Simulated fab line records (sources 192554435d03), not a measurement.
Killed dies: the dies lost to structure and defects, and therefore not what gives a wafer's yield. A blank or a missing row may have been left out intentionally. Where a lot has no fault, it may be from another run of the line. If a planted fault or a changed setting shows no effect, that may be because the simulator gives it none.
fab line records	flow n5_finfet
[record] lots = 24	wafers = 72	last_day = 18
route steps=1938 shown GATE_CUT@496 MOL_CONTACT_COAG@539
lots untouched by any fault: they come from a run of this same line in which no faults occurred
start_h: the number of hours between the record's first day and the start of the first shown wafer of the lot	wait_h: hours since the lot's step before	" the same as in the row above	L1.1+2: a row that stands for several wafers	- no value present, or no start provided	* or withheld: withheld	< > ~ a bound
route shown NAME@n: NAME is a module with steps in the file, n the number in the route of the first one	usual: mean and standard deviation over wafers with no fault	same: alike in all rows	chamber/n: place in a boat	sites: the reading at each site	_std_site: the values' standard deviation	_edge_site: outer sites' mean less inner sites'	radius_mm: for every site, how far away it sits from the centre of the wafer	mask NAME#n: copy n	behind: tool/chamber where the wafer was last shaped	hold: cause of the lot's hold/its duration in hours/its outcome	device: transistor that didn't switch, given as n, p or np	end of line: the route-end tests of the same wafers	step lacking rows: just its recipe	killed: dies lost to structure and defects at the first sort, not the wafer's yield	map: dies across one wafer; x = killed, . = not, _ = none there
set.NAME: setting as actually run; set.NAME@STEP: the setting as run at that earlier step	model.NAME: the simulator's own value behind a step, which no gauge read
a sample of lots followed through the steps of the route, with each step as a table and each wafer as a row
services: the hour from which a tool's chamber was out of use, counted from the record's first day as start_h (under 0 if before that day), plus the number of hours and why
[[steps]]
[step N5_GATE_CUT_HM_OPEN_40]
[recipe] chemistry = C4F6/O2	target = SiO2	mask_material = SiARC	target_depth_a = 1390	time_s = 85.1	ion_energy_ev = 250	pressure_mtorr = 30	source_w = 345	bias_w = 185	Ar_flow_sccm = 300	C4F6_flow_sccm = 10	O2_flow_sccm = 10	ends = cleared
[usual] drypump_motor_current_A = 5.6/0.51	etch_rf_on_time_s = 95.2/2.4	oes_product_au = 0.68/0.069	rf_vpp_V = 670/18	showerhead_plenum_p_Torr = 2.85/0.087	throttle_valve_pct = 21.1/0.35
lot.wafer	tool	chamber	start_h	wait_h	drypump_motor_current_A	etch_rf_on_time_s	oes_product_au	rf_hours_counter_h	rf_vpp_V	showerhead_plenum_p_Torr	throttle_valve_pct
L074.1	rie_diel-06	0	82.35	0.0	5.3	94.3	0.82	25	672	2.78	21.0
L074.3	"	3	"	"	5.3	92.1	0.70	131	652	2.75	21.3
L074.5	"	0	"	"	5.3	94.6	0.81	-	671	2.78	21.0
L075.3	rie_diel-06	2	91.95	0.0	4.8	95.5	0.61	233	662	2.96	21.3
L075.4	"	3	"	"	5.3	90.7	0.70	134	650	2.75	21.3
L075.6	"	2	"	"	4.8	94.8	0.61	-	659	2.96	21.2
L076.1	rie_diel-02	0	101.10	0.0	6.0	89.8	0.70	152	649	2.85	21.3
L076.3	"	2	"	"	5.7	95.6	0.62	202	677	2.81	20.6
L076.6	"	0	"	"	6.0	92.1	0.69	-	650	2.85	21.3
L077.1	rie_diel-04	1	108.18	0.0	6.5	92.7	0.73	87	709	2.84	20.4
L077.3	"	2	"	"	6.1	94.7	0.64	201	665	2.95	21.4
L077.5	"	2	"	"	6.1	95.1	0.63	-	665	2.95	21.4
L078.2	rie_diel-04	2	116.67	0.0	6.1	96.8	0.63	204	666	2.95	21.4
L078.4	"	3	"	"	5.3	98.2	0.65	190	675	2.97	20.9
L078.5	"	2	"	"	6.1	97.8	0.63	-	665	2.95	21.4
L079.3	rie_diel-04	1	118.07	0.0	6.5	93.6	0.72	90	708	2.84	20.4
L079.4	"	3	"	"	5.2	97.1	0.64	190	674	2.97	20.9
L079.6	"	3	"	"	5.3	95.9	0.64	-	674	2.97	20.9
L080.1	rie_diel-06	3	122.48	0.0	5.3	92.3	0.69	144	650	2.75	21.3
L080.2	"	1	"	"	5.1	96.4	0.60	244	681	2.70	21.1
L080.6	"	0	"	"	5.4	95.1	0.78	-	672	2.78	21.0
L081.2	rie_diel-06	1	138.14	0.0	5.1	99.8	0.60	250	683	2.69	21.1
L081.4	"	3	"	"	5.3	93.6	0.69	148	648	2.75	21.3
L081.5	"	2	"	"	4.8	99.2	0.60	-	659	2.95	21.3
L082.2	rie_diel-04	3	138.73	0.0	5.3	96.0	0.65	196	674	2.97	20.9
L082.4	"	1	"	"	6.5	93.3	0.73	96	707	2.83	20.4
L082.6	"	2	"	"	6.1	96.9	0.62	-	666	2.95	21.4
L083.2	rie_diel-02	2	141.83	0.0	5.7	95.0	0.62	214	677	2.80	20.6
L083.4	"	3	"	"	5.1	89.9	0.72	122	677	2.77	21.5
L083.5	"	3	"	"	5.0	91.7	0.72	-	679	2.77	21.5
L084.1	rie_diel-04	1	144.52	0.0	6.5	93.6	0.72	98	707	2.83	20.4
L084.3	"	0	"	"	5.6	95.9	0.63	239	652	2.80	21.4
L084.4	"	3	"	"	5.3	97.6	0.64	198	674	2.97	20.9
L085.3	rie_diel-06	3	157.70	0.0	5.3	91.7	0.68	156	651	2.74	21.3
L085.5	"	0	"	"	5.3	96.1	0.76	-	673	2.77	21.1
L085.6	"	3	"	"	5.3	94.9	0.68	-	651	2.74	21.3
L086.1	rie_diel-04	2	165.45	0.0	6.1	98.4	0.61	218	666	2.94	21.4
L086.2	"	1	"	"	6.5	95.8	0.72	103	709	2.83	20.4
L086.5	"	2	"	"	6.1	99.2	0.61	-	666	2.94	21.4
L087.2	rie_diel-02	1	169.64	0.0	5.9	92.3	0.75	66	639	2.76	20.6
L087.4	"	2	"	"	5.8	97.6	0.60	222	676	2.80	20.6
L087.6	"	2	"	"	5.8	99.0	0.61	-	677	2.80	20.6
L088.2	rie_diel-04	3	175.48	0.0	5.3	96.5	0.64	208	675	2.96	20.9
L088.3	"	0	"	"	5.6	96.4	0.62	248	650	2.80	21.4
L088.5	"	2	"	"	6.1	98.0	0.62	-	665	2.94	21.4
L089.2	rie_diel-02	2	178.15	0.0	5.8	95.8	0.60	226	676	2.80	20.6
L089.4	"	3	"	"	5.0	93.7	0.70	-	677	2.77	21.5
L089.6	"	2	"	"	5.8	98.8	0.60	-	678	2.80	20.6
L090.1	rie_diel-04	3	183.93	0.0	5.3	95.0	0.64	209	673	2.96	20.9
L090.5	"	1	"	"	6.5	95.3	0.71	-	708	2.83	20.4
L090.6	"	2	"	"	6.1	96.5	0.62	-	666	2.94	21.4
L091.2	rie_diel-06	0	186.01	0.0	5.3	93.7	0.76	58	673	2.77	21.1
L091.4	"	0	"	"	5.3	95.0	0.76	-	673	2.77	21.1
L091.6	"	2	"	"	4.8	95.0	0.87	-	659	2.95	20.8
L092.2	rie_diel-06	3	194.40	0.0	5.3	91.5	0.67	171	649	2.74	21.3
L092.5	"	3	"	"	5.3	91.3	0.67	-	649	2.74	21.3
L092.6	"	0	"	"	5.4	95.2	0.76	-	673	2.77	21.1
L093.3	rie_diel-04	3	200.42	0.0	5.3	95.8	0.63	-	674	2.96	20.9
L093.4	"	1	"	"	6.5	95.5	0.70	-	708	2.83	20.4
L093.5	"	3	"	"	5.3	98.7	0.63	-	673	2.96	21.0
L094.4	rie_diel-04	3	209.17	0.0	5.3	95.8	0.63	218	676	2.96	21.0
L094.5	"	2	"	"	6.1	97.3	0.61	-	666	2.94	21.4
L094.6	"	1	"	"	6.5	97.1	0.70	-	707	2.82	20.4
L095.1	rie_diel-04	3	211.06	0.0	5.3	95.1	0.64	218	674	2.96	20.9
L095.5	"	3	"	"	5.3	96.0	0.63	-	673	2.96	21.0
L095.6	"	2	"	"	6.1	98.9	0.60	-	666	2.94	21.4
L097.1	rie_diel-04	0	225.12	0.0	5.6	94.7	0.84	6	651	2.79	21.0
L097.4	"	3	"	"	5.3	95.7	0.63	222	675	2.96	20.9
L097.5	"	3	"	"	5.3	97.5	0.62	-	674	2.96	21.0
L096.1	rie_diel-02	3	225.64	0.0	5.0	92.2	0.69	145	679	2.76	21.6
L096.2	"	0	"	"	6.0	92.7	0.67	187	649	2.84	21.4
L096.3	"	2	"	"	5.8	94.8	0.59	240	676	2.79	20.6
[step N5_MOL_CONTACT_COAG_STRIP_98]
[recipe] chemistry = N2/H2	power_w = 500	temp_c = 40	pressure_mtorr = 50	rf_frequency_hz = 6e+07	overash_fraction = 0.3	bias_power_w = 8	h2_frac = 0.5	n2_flow_sccm = 300	h2_flow_sccm = 300
[usual] drypump_motor_current_A = 5.7/0.34	oes_product_au = 0.80/0.092	rf_vpp_V = 54.1/1.5	showerhead_plenum_p_Torr = 3.36/0.12	throttle_valve_pct = 18.9/0.37
lot.wafer	tool	chamber	start_h	wait_h	drypump_motor_current_A	oes_product_au	rf_hours_counter_h	rf_vpp_V	showerhead_plenum_p_Torr	throttle_valve_pct
L074.1	rie_diel-01	1	86.55	0.0	6.0	0.82	71	51.8	3.53	18.5
L074.3	"	2	"	"	6.2	0.70	235	56.5	3.43	19.0
L074.5	"	1	"	"	5.9	0.83	-	53.9	3.53	18.5
L075.3	rie_diel-03	3	99.69	0.0	5.6	0.89	33	55.1	3.42	18.7
L075.4	"	0	"	"	5.6	0.74	163	54.7	3.47	19.2
L075.6	"	0	"	"	5.6	0.73	-	53.4	3.47	19.2
L076.1	rie_diel-03	0	107.67	0.0	5.6	0.73	165	53.0	3.47	19.2
L076.3	"	3	"	"	5.6	0.87	35	56.0	3.42	18.7
L076.6	"	0	"	"	5.6	0.72	-	56.8	3.47	19.2
L077.1	rie_diel-01	2	112.15	0.0	6.2	0.70	243	56.8	3.42	19.0
L077.3	"	3	"	"	5.2	0.66	238	53.9	3.17	19.0
L077.5	"	2	"	"	6.2	0.69	-	56.3	3.42	19.0
L078.2	rie_diel-05	1	120.74	0.0	5.9	0.92	33	53.1	3.40	18.1
L078.4	"	0	"	"	5.8	0.76	-	54.8	3.34	18.9
L078.5	"	2	"	"	5.9	0.96	-	55.8	3.33	19.7
L079.3	rie_diel-01	2	122.29	0.0	6.2	0.69	246	55.1	3.42	19.0
L079.4	"	0	"	"	6.2	0.82	96	53.4	3.37	18.8
L079.6	"	0	"	"	6.2	0.80	-	53.4	3.37	18.8
L080.1	rie_diel-01	2	126.94	0.0	6.2	0.69	247	55.7	3.42	19.0
L080.2	"	3	"	"	5.2	0.65	241	53.8	3.17	19.0
L080.6	"	1	"	"	5.9	0.83	-	55.5	3.52	18.5
L081.2	rie_diel-05	0	142.22	0.0	5.8	0.76	178	54.5	3.34	18.9
L081.4	"	2	"	"	5.9	0.95	15	52.7	3.32	19.7
L081.5	"	0	"	"	5.8	0.76	-	54.4	3.34	18.9
L082.2	rie_diel-01	0	143.24	0.0	6.2	0.79	104	55.6	3.36	18.8
L082.4	"	1	"	"	6.0	0.82	-	55.7	3.52	18.5
L082.6	"	0	"	"	6.2	0.80	-	54.5	3.36	18.8
L083.2	rie_diel-03	1	146.17	0.0	5.4	0.73	200	53.2	3.16	18.7
L083.4	"	1	"	"	5.3	0.73	-	54.0	3.16	18.8
L083.5	"	0	"	"	5.6	0.72	-	56.8	3.46	19.2
L084.1	rie_diel-03	1	148.83	0.0	5.4	0.72	201	52.2	3.16	18.8
L084.3	"	0	"	"	5.6	0.71	180	53.5	3.46	19.2
L084.4	"	0	"	"	5.5	0.72	-	53.8	3.46	19.2
L085.3	rie_diel-03	0	161.95	0.0	5.6	0.71	188	56.5	3.46	19.3
L085.5	"	1	"	"	5.4	0.72	-	49.7	3.15	18.8
L085.6	"	0	"	"	5.5	0.71	-	57.2	3.46	19.2
L086.1	rie_diel-05	2	171.38	0.0	5.9	0.94	20	53.8	3.32	19.7
L086.2	"	3	"	"	5.3	0.94	9	54.4	3.28	19.0
L086.5	"	2	"	"	5.9	0.92	-	52.3	3.32	19.8
L087.2	rie_diel-05	2	173.99	0.0	5.8	0.92	21	54.5	3.32	19.7
L087.4	"	1	"	"	5.8	0.86	48	54.6	3.39	18.1
L087.6	"	3	"	"	5.3	0.94	-	56.0	3.28	19.0
L088.2	rie_diel-03	1	179.47	0.0	5.4	0.71	215	54.7	3.15	18.8
L088.3	"	3	"	"	5.7	0.83	64	53.1	3.40	18.7
L088.5	"	1	"	"	5.4	0.71	-	49.7	3.15	18.8
L089.2	rie_diel-01	2	182.69	0.0	6.2	0.95	17	53.1	3.41	18.7
L089.4	"	1	"	"	5.9	0.77	113	53.9	3.50	18.5
L089.6	"	2	"	"	6.2	0.95	-	55.9	3.41	18.7
L090.1	rie_diel-01	1	190.26	0.0	5.9	0.79	117	56.1	3.50	18.5
L090.5	"	0	"	"	6.2	0.77	-	55.3	3.35	18.9
L090.6	"	1	"	"	5.9	0.77	-	53.1	3.50	18.5
L091.2	rie_diel-03	3	190.99	0.0	5.7	0.82	68	56.6	3.40	18.7
L091.4	"	0	"	"	5.6	0.70	200	51.2	3.45	19.3
L091.6	"	1	"	"	5.4	0.71	-	52.8	3.15	18.8
L092.2	rie_diel-03	1	198.48	0.0	5.4	0.71	223	54.5	3.15	18.9
L092.5	"	1	"	"	5.4	0.72	-	55.2	3.15	18.8
L092.6	"	0	"	"	5.6	0.70	-	55.2	3.45	19.3
L093.3	rie_diel-01	0	204.56	0.0	6.2	0.77	138	53.8	3.34	18.9
L093.4	"	2	"	"	6.2	0.93	-	56.1	3.41	18.8
L093.5	"	0	"	"	6.2	0.76	-	51.0	3.34	18.9
L094.4	rie_diel-01	0	213.95	0.0	6.2	0.77	140	53.9	3.34	18.9
L094.5	"	0	"	"	6.2	0.77	-	54.9	3.34	18.8
L094.6	"	3	"	"	5.2	0.94	-	54.4	3.56	18.6
L095.1	rie_diel-05	0	215.11	0.0	5.8	0.74	193	53.3	3.33	18.9
L095.5	"	1	"	"	5.8	0.89	-	54.2	3.39	18.1
L095.6	"	2	"	"	5.9	0.93	-	55.6	3.32	19.8
L097.1	rie_diel-01	2	229.11	0.0	6.2	0.92	35	53.7	3.40	18.7
L097.4	"	1	"	"	6.0	0.76	128	54.5	3.50	18.6
L097.5	"	1	"	"	5.9	0.77	-	52.6	3.50	18.6
L096.1	rie_diel-03	0	229.65	0.0	5.6	0.69	213	54.4	3.44	19.3
L096.2	"	3	"	"	5.6	0.82	83	52.0	3.39	18.8
L096.3	"	2	"	"	5.7	0.73	185	54.6	3.22	19.3
[step N5_MOL_CONTACT_COAG_TI_SIL_19]
[recipe] material = Ti	target_thk_a = 42	temp_c = 200	chamber_pressure_pa = 5	power_w = 5000	time_s = 15
[usual] chamber_pressure_pa = 5.000/0.011	throttle_valve_pct = 30.6/0.73
lot.wafer	tool	chamber	start_h	wait_h	chamber_pressure_pa	throttle_valve_pct
L074.1	pvd_sputter-02	-	87.27	0.2	5.002	30.2
L074.3	"	-	"	"	4.991	30.5
L074.5	"	-	"	"	5.014	30.4
L075.3	pvd_sputter-01	-	102.79	0.1	4.997	31.7
L075.4	"	-	"	"	4.993	30.2
L075.6	"	-	"	"	4.997	29.8
L076.1	pvd_sputter-03	-	108.91	0.4	4.987	28.9
L076.3	"	-	"	"	4.991	29.7
L076.6	"	-	"	"	4.988	29.7
L077.1	pvd_sputter-02	-	112.76	0.2	4.986	30.8
L077.3	"	-	"	"	4.985	29.9
L077.5	"	-	"	"	5.002	30.7
L078.2	pvd_sputter-01	-	122.12	1.0	5.011	30.5
L078.4	"	-	"	"	5.014	30.1
L078.5	"	-	"	"	5.017	31.7
L079.3	pvd_sputter-03	-	124.70	0.3	5.024	30.1
L079.4	"	-	"	"	5.009	30.8
L079.6	"	-	"	"	5.011	31.2
L080.1	pvd_sputter-03	-	128.62	1.3	4.995	32.3
L080.2	"	-	"	"	4.987	29.2
L080.6	"	-	"	"	4.982	30.9
L081.2	pvd_sputter-03	-	142.74	0.1	5.005	32.2
L081.4	"	-	"	"	5.000	31.0
L081.5	"	-	"	"	4.993	29.2
L082.2	pvd_sputter-02	-	143.78	0.1	5.007	30.7
L082.4	"	-	"	"	4.992	29.7
L082.6	"	-	"	"	4.993	29.8
L083.2	pvd_sputter-03	-	146.70	0.2	4.995	28.8
L083.4	"	-	"	"	4.982	32.2
L083.5	"	-	"	"	5.007	29.5
L084.1	pvd_sputter-02	-	149.38	0.2	5.002	29.6
L084.3	"	-	"	"	4.990	30.2
L084.4	"	-	"	"	4.991	30.5
L085.3	pvd_sputter-01	-	162.53	0.2	4.983	31.3
L085.5	"	-	"	"	5.001	30.0
L085.6	"	-	"	"	5.033	31.2
L086.1	pvd_sputter-02	-	171.98	0.2	5.015	30.8
L086.2	"	-	"	"	4.998	29.6
L086.5	"	-	"	"	5.009	30.3
L087.2	pvd_sputter-02	-	174.58	0.2	5.012	30.8
L087.4	"	-	"	"	5.002	30.0
L087.6	"	-	"	"	5.006	29.9
L088.2	pvd_sputter-02	-	180.27	0.4	4.999	30.7
L088.3	"	-	"	"	5.011	30.7
L088.5	"	-	"	"	5.005	30.7
L089.2	pvd_sputter-02	-	183.25	0.2	4.993	30.2
L089.4	"	-	"	"	4.999	29.9
L089.6	"	-	"	"	4.992	30.8
L091.2	pvd_sputter-02	-	192.24	0.3	5.007	30.9
L091.4	"	-	"	"	4.992	30.5
L091.6	"	-	"	"	5.019	30.6
L090.1	pvd_sputter-02	-	192.34	0.3	4.986	30.8
L090.5	"	-	"	"	4.997	30.6
L090.6	"	-	"	"	5.008	30.9
L092.2	pvd_sputter-01	-	199.64	0.3	4.968	31.6
L092.5	"	-	"	"	5.010	31.5
L092.6	"	-	"	"	5.020	30.4
L093.3	pvd_sputter-02	-	208.11	1.9	5.003	30.7
L093.4	"	-	"	"	5.006	30.8
L093.5	"	-	"	"	5.003	30.4
L094.4	pvd_sputter-02	-	214.94	0.4	5.014	30.6
L094.5	"	-	"	"	4.983	30.4
L094.6	"	-	"	"	4.987	30.5
L095.1	pvd_sputter-02	-	217.10	0.3	5.001	30.4
L095.5	"	-	"	"	5.001	30.7
L095.6	"	-	"	"	4.986	30.6
L097.1	pvd_sputter-01	-	229.67	0.2	4.992	29.9
L097.4	"	-	"	"	5.009	30.6
L097.5	"	-	"	"	5.006	31.3
L096.1	pvd_sputter-01	-	230.21	0.2	5.000	31.8
L096.2	"	-	"	"	4.997	30.6
L096.3	"	-	"	"	4.986	30.0
[step N5_MOL_CONTACT_COAG_SIL_ANNEAL_21]
[recipe] temp_c = 550	time_s = 60	ambient = N2
[usual] lamp_power_pct = 5.94/0.13	wafer_temp_C_max = 552.0/0.5
lot.wafer	tool	chamber	start_h	wait_h	lamp_power_pct	wafer_temp_C_max
L074.1	rtp_anneal-02	0	87.77	0.2	5.81	551.4
L074.3	"	0	"	"	5.82	551.3
L074.5	"	0	"	"	5.81	552.0
L075.3	rtp_anneal-02	0	103.36	0.3	5.82	551.8
L075.4	"	0	"	"	5.81	551.9
L075.6	"	0	"	"	5.81	552.4
L076.1	rtp_anneal-01	0	109.41	0.2	6.08	552.5
L076.3	"	0	"	"	6.08	551.8
L076.6	"	0	"	"	6.09	551.7
L077.1	rtp_anneal-02	0	113.36	0.2	5.81	551.9
L077.3	"	0	"	"	5.81	552.0
L077.5	"	0	"	"	5.82	551.5
L078.2	rtp_anneal-02	0	122.66	0.2	5.82	552.1
L078.4	"	0	"	"	5.81	551.5
L078.5	"	0	"	"	5.82	551.9
L079.3	rtp_anneal-02	0	125.26	0.3	5.82	551.3
L079.4	"	0	"	"	5.81	552.1
L079.6	"	0	"	"	5.82	551.7
L080.1	rtp_anneal-01	0	129.12	0.2	6.09	551.9
L080.2	"	0	"	"	6.08	551.2
L080.6	"	0	"	"	6.09	552.2
L081.2	rtp_anneal-02	0	143.30	0.3	5.82	552.7
L081.4	"	0	"	"	5.81	551.2
L081.5	"	0	"	"	5.82	550.7
L082.2	rtp_anneal-01	0	144.31	0.2	6.07	552.2
L082.4	"	0	"	"	6.08	552.4
L082.6	"	0	"	"	6.08	552.2
L083.2	rtp_anneal-02	0	147.23	0.2	5.82	551.8
L083.4	"	0	"	"	5.81	551.8
L083.5	"	0	"	"	5.81	552.4
L084.1	rtp_anneal-01	0	149.92	0.2	6.08	552.8
L084.3	"	0	"	"	6.08	551.7
L084.4	"	0	"	"	6.09	552.3
L085.3	rtp_anneal-01	0	163.17	0.3	6.08	552.4
L085.5	"	0	"	"	6.09	551.8
L085.6	"	0	"	"	6.08	553.2
L086.1	rtp_anneal-01	0	172.64	0.4	6.08	552.9
L086.2	"	0	"	"	6.08	552.9
L086.5	"	0	"	"	6.08	552.1
L087.2	rtp_anneal-02	0	175.11	0.2	5.82	551.3
L087.4	"	0	"	"	5.82	550.7
L087.6	"	0	"	"	5.82	551.5
L088.2	rtp_anneal-01	0	180.83	0.3	6.09	551.9
L088.3	"	0	"	"	6.08	551.8
L088.5	"	0	"	"	6.08	552.5
L089.2	rtp_anneal-01	0	183.78	0.2	6.09	552.1
L089.4	"	0	"	"	6.09	551.7
L089.6	"	0	"	"	6.08	551.9
L091.2	rtp_anneal-02	0	192.76	0.2	5.81	551.6
L091.4	"	0	"	"	5.81	551.9
L091.6	"	0	"	"	5.82	551.6
L090.1	rtp_anneal-01	0	192.83	0.2	6.07	552.1
L090.5	"	0	"	"	6.08	552.6
L090.6	"	0	"	"	6.08	552.0
L092.2	rtp_anneal-01	0	200.19	0.3	6.08	551.7
L092.5	"	0	"	"	6.08	551.6
L092.6	"	0	"	"	6.08	552.4
L093.3	rtp_anneal-02	0	208.67	0.3	5.81	550.9
L093.4	"	0	"	"	5.82	551.8
L093.5	"	0	"	"	5.81	550.9
L094.4	rtp_anneal-01	0	215.53	0.3	6.08	552.7
L094.5	"	0	"	"	6.08	552.0
L094.6	"	0	"	"	6.08	552.8
L095.1	rtp_anneal-02	0	217.60	0.2	5.82	552.0
L095.5	"	0	"	"	5.81	552.1
L095.6	"	0	"	"	5.82	552.0
L097.1	rtp_anneal-02	0	230.26	0.3	5.82	552.0
L097.4	"	0	"	"	5.82	552.2
L097.5	"	0	"	"	5.81	551.8
L096.1	rtp_anneal-02	0	230.70	0.2	5.81	551.8
L096.2	"	0	"	"	5.81	551.5
L096.3	"	0	"	"	5.81	551.3
[step N5_MOL_CONTACT_COAG_SPUTTER_130]
[recipe] material = Co	target_thk_a = 475	temp_c = 25	chamber_pressure_pa = 0.5	power_w = 3000
[usual] chamber_pressure_pa = 0.5000/0.0011	throttle_valve_pct = 30.6/0.91
lot.wafer	tool	chamber	start_h	wait_h	chamber_pressure_pa	throttle_valve_pct
L074.1	pvd_sputter-03	-	92.72	0.0	0.5016	31.1
L074.3	"	-	"	"	0.4994	29.7
L074.5	"	-	"	"	0.5003	28.8
L075.3	pvd_sputter-02	-	106.20	0.0	0.5019	30.2
L075.4	"	-	"	"	0.4984	30.7
L075.6	"	-	"	"	0.4998	30.4
L076.1	pvd_sputter-02	-	112.48	0.0	0.5001	29.7
L076.3	"	-	"	"	0.4995	30.4
L076.6	"	-	"	"	0.4980	29.8
L077.1	pvd_sputter-01	-	116.13	0.0	0.5010	31.7
L077.3	"	-	"	"	0.5009	31.2
L077.5	"	-	"	"	0.5005	31.8
L078.2	pvd_sputter-01	-	126.94	0.0	0.4984	31.6
L078.4	"	-	"	"	0.4996	30.1
L078.5	"	-	"	"	0.4999	30.6
L079.3	pvd_sputter-03	-	129.22	0.0	0.5025	29.9
L079.4	"	-	"	"	0.5006	31.2
L079.6	"	-	"	"	0.5005	32.1
L080.1	pvd_sputter-02	-	132.26	0.0	0.5000	30.5
L080.2	"	-	"	"	0.5007	29.9
L080.6	"	-	"	"	0.4997	30.5
L081.2	pvd_sputter-03	-	146.20	0.0	0.5023	31.8
L081.4	"	-	"	"	0.4997	29.1
L081.5	"	-	"	"	0.5014	32.2
L082.2	pvd_sputter-03	-	147.78	0.0	0.5004	28.9
L082.4	"	-	"	"	0.4990	32.4
L082.6	"	-	"	"	0.4995	32.1
L083.2	pvd_sputter-03	-	149.20	0.0	0.5006	28.9
L083.4	"	-	"	"	0.4994	31.9
L083.5	"	-	"	"	0.5003	31.3
L084.1	pvd_sputter-03	-	152.14	0.0	0.4995	29.8
L084.3	"	-	"	"	0.4997	31.1
L084.4	"	-	"	"	0.5011	32.2
L085.3	pvd_sputter-01	-	165.21	0.0	0.5021	31.7
L085.5	"	-	"	"	0.5005	31.4
L085.6	"	-	"	"	0.4992	30.1
L086.1	pvd_sputter-03	-	175.35	0.0	0.5007	31.2
L086.2	"	-	"	"	0.4992	28.9
L086.5	"	-	"	"	0.4990	29.8
L087.2	pvd_sputter-03	-	178.99	0.0	0.4994	29.8
L087.4	"	-	"	"	0.4993	29.1
L087.6	"	-	"	"	0.4997	30.8
L088.2	pvd_sputter-03	-	186.37	0.0	0.5001	29.9
L088.3	"	-	"	"	0.5003	31.1
L088.5	"	-	"	"	0.5001	29.2
L089.2	pvd_sputter-01	-	188.53	0.0	0.4994	30.5
L089.4	"	-	"	"	0.4994	31.2
L089.6	"	-	"	"	0.5019	30.2
L091.2	pvd_sputter-03	-	196.74	0.0	0.5009	29.7
L091.4	"	-	"	"	0.5003	31.2
L091.6	"	-	"	"	0.5006	31.9
L090.1	pvd_sputter-01	-	196.98	0.0	0.4993	30.1
L090.5	"	-	"	"	0.4993	31.7
L090.6	"	-	"	"	0.5003	30.5
L092.2	pvd_sputter-02	-	203.36	0.0	0.4983	30.7
L092.5	"	-	"	"	0.4985	29.9
L092.6	"	-	"	"	0.4983	30.4
L093.3	pvd_sputter-01	-	212.20	0.0	0.5019	30.2
L093.4	"	-	"	"	0.4993	30.0
L093.5	"	-	"	"	0.5024	30.6
L094.4	pvd_sputter-01	-	221.19	0.0	0.5025	30.6
L094.5	"	-	"	"	0.4982	32.1
L094.6	"	-	"	"	0.5004	30.5
L095.1	pvd_sputter-01	-	221.35	0.0	0.5006	30.1
L095.5	"	-	"	"	0.4999	30.0
L095.6	"	-	"	"	0.4990	31.7
L097.1	pvd_sputter-02	-	233.29	0.0	0.5009	30.0
L097.4	"	-	"	"	0.5015	30.5
L097.5	"	-	"	"	0.5009	30.3
L096.1	pvd_sputter-01	-	233.49	0.0	0.4979	30.1
L096.2	"	-	"	"	0.4995	31.6
L096.3	"	-	"	"	0.5017	31.2
[step N5_MOL_CONTACT_COAG_CD_MEAS_84]
[recipe] target_cd_nm = 25.1	landing_energy_ev = 500	detector = se_inlens	polarity = opening
[usual] cd_nm = 25.0/0.33
[same] landing_energy_ev = 500
lot.wafer	tool	chamber	start_h	wait_h	cd_nm
L074.1	cd_sem-02	0	104.25	-	24.8
L074.3	"	0	"	"	24.4
L074.5	"	0	"	"	24.6
L075.3	cd_sem-03	0	109.94	-	25.0
L075.4	"	0	"	"	25.1
L075.6	"	0	"	"	25.4
L076.1	cd_sem-01	0	116.46	-	25.4
L076.3	"	0	"	"	25.2
L076.6	"	0	"	"	24.8
L077.1	cd_sem-02	0	120.03	-	25.1
L077.3	"	0	"	"	25.2
L077.5	"	0	"	"	25.6
L078.2	cd_sem-01	0	130.69	-	25.2
L078.4	"	0	"	"	25.4
L078.5	"	0	"	"	25.2
L079.3	cd_sem-01	0	132.97	-	25.1
L079.4	"	0	"	"	25.0
L079.6	"	0	"	"	24.6
L080.1	cd_sem-03	0	136.13	-	24.9
L080.2	"	0	"	"	24.8
L080.6	"	0	"	"	25.3
L081.2	cd_sem-01	0	150.80	-	24.9
L081.4	"	0	"	"	24.6
L081.5	"	0	"	"	24.8
L082.2	cd_sem-02	0	152.18	-	24.6
L082.4	"	0	"	"	24.7
L082.6	"	0	"	"	25.0
L083.2	cd_sem-02	0	153.78	-	24.8
L083.4	"	0	"	"	24.8
L083.5	"	0	"	"	25.4
L084.1	cd_sem-03	0	156.32	-	24.9
L084.3	"	0	"	"	24.8
L084.4	"	0	"	"	25.1
L085.3	cd_sem-01	0	170.06	-	25.0
L085.5	"	0	"	"	25.2
L085.6	"	0	"	"	25.6
L086.1	cd_sem-02	0	181.59	-	24.8
L086.2	"	0	"	"	24.5
L086.5	"	0	"	"	24.8
L087.2	cd_sem-03	0	183.89	-	24.5
L087.4	"	0	"	"	24.6
L087.6	"	0	"	"	24.4
L088.2	cd_sem-02	0	190.24	-	25.3
L088.3	"	0	"	"	25.2
L088.5	"	0	"	"	25.1
L089.2	cd_sem-03	0	192.66	-	24.9
L089.4	"	0	"	"	25.0
L089.6	"	0	"	"	24.6
L091.2	cd_sem-02	0	200.64	-	24.9
L091.4	"	0	"	"	25.2
L091.6	"	0	"	"	24.4
L090.1	cd_sem-03	0	200.82	-	24.6
L090.5	"	0	"	"	24.5
L090.6	"	0	"	"	24.7
L092.2	cd_sem-01	0	208.47	-	25.6
L092.5	"	0	"	"	25.4
L092.6	"	0	"	"	25.0
L093.3	cd_sem-01	0	215.99	-	24.7
L093.4	"	0	"	"	25.2
L093.5	"	0	"	"	25.6
L094.4	cd_sem-03	0	225.54	-	25.1
L094.5	"	0	"	"	25.4
L094.6	"	0	"	"	24.9
L095.1	cd_sem-02	0	225.63	-	25.1
L095.5	"	0	"	"	25.2
L095.6	"	0	"	"	25.6
L097.1	cd_sem-02	0	237.19	-	24.7
L097.4	"	0	"	"	25.0
L097.5	"	0	"	"	24.8
L096.1	cd_sem-02	0	237.37	-	24.8
L096.2	"	0	"	"	24.7
L096.3	"	0	"	"	25.0
[[services]]
tool	chamber	start_h	hours	kind
rie_diel-03	2	60.98	1.8	repair
pvd_sputter-01	-	77.59	1.7	repair
rie_diel-01	-	87.14	1.0	repair
rie_diel-02	3	87.44	2.6	repair
rtp_anneal-01	-	95.01	1.2	pm
rie_diel-04	2	109.23	1.6	repair
rie_diel-06	2	112.41	19.7	repair
pvd_sputter-02	-	116.54	1.6	repair
pvd_sputter-01	-	137.28	15.4	repair
rie_diel-04	0	138.95	5.4	repair
rie_diel-01	-	141.22	1.0	repair
rie_diel-05	-	143.37	14.6	pm
rie_diel-03	3	149.91	2.5	repair
rie_diel-02	1	177.11	5.9	repair
rie_diel-05	-	180.40	15.6	pm
rie_diel-06	1	184.00	81.3	repair
rie_diel-04	0	186.86	-	clean
rie_diel-04	0	186.86	-	consumable_replace:focus_ring
rie_diel-04	0	186.86	14.6	scheduled_down
rie_diel-04	0	186.86	14.6	vent_cycle
rie_diel-02	3	191.84	6.5	repair
rie_diel-04	2	198.53	2.8	repair
rie_diel-06	2	218.19	13.6	repair
rie_diel-06	0	220.16	6.2	repair
[[key]]
fault none
